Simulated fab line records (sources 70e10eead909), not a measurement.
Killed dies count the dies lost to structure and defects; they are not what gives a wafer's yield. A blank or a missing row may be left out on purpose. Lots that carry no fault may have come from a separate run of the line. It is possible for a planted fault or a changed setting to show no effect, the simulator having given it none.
Matching of chambers :: flow nand_harc :: rie_diel-10 running NHARC_P_GATE_DESCUM_13: 4 sister chambers
The step chemistry O2, time 3 s. 4 wafers are shown with their chamber, then 11 later ones without.

WAFERS WITH THEIR CHAMBER
wafer: L087.1
chamber: 3
drypump_motor_current_A (A): 6.2

wafer: L089.4
chamber: 1
drypump_motor_current_A (A): 6.4

wafer: L089.6
chamber: 0
drypump_motor_current_A (A): 6.6

wafer: L093.2
chamber: 2
drypump_motor_current_A (A): 5.3

WAFERS MISSING THEIR CHAMBER
wafer: L093.3
drypump_motor_current_A (A): 6.2

wafer: L093.4
drypump_motor_current_A (A): 6.6

wafer: L095.2
drypump_motor_current_A (A): 5.3

wafer: L095.4
drypump_motor_current_A (A): 6.2

wafer: L095.5
drypump_motor_current_A (A): 6.6

wafer: L096.1
drypump_motor_current_A (A): 5.3

wafer: L096.2
drypump_motor_current_A (A): 6.5

wafer: L096.4
drypump_motor_current_A (A): 6.2

wafer: L097.1
drypump_motor_current_A (A): 6.4

wafer: L097.2
drypump_motor_current_A (A): 6.2

wafer: L097.3
drypump_motor_current_A (A): 6.6

CHAMBER TAKEN BY EACH
wafer: L093.3
from the rows above: 3
in truth: 3

wafer: L093.4
from the rows above: 0
in truth: 0

wafer: L095.2
from the rows above: 2
in truth: 2

wafer: L095.4
from the rows above: 3
in truth: 3

wafer: L095.5
from the rows above: 0
in truth: 0

wafer: L096.1
from the rows above: 2
in truth: 2

wafer: L096.2
from the rows above: can't be placed: 0 or 1
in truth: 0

wafer: L096.4
from the rows above: 3
in truth: 3

wafer: L097.1
from the rows above: 1
in truth: 1

wafer: L097.2
from the rows above: 3
in truth: 3

wafer: L097.3
from the rows above: 0
in truth: 0
Correctly placed: 10 of 11. These rows do not allow placing 1 (true chamber among the candidates in 1). Placed wrongly: 0.
How it was worked out, from the rows above alone: a wafer's distance from a chamber is the root of the sum, over the readings, of the square of ((its reading less the chamber's mean) divided by the reading's scatter). The wafer belongs to the nearest chamber; if the next one is less than 2 further off, it can't be placed. Each chamber's mean is taken over the wafers shown for it. The scatter (one wafer shown for each chamber): square how far every hidden wafer sits from the nearest shown wafer, average those squares and take the square root.
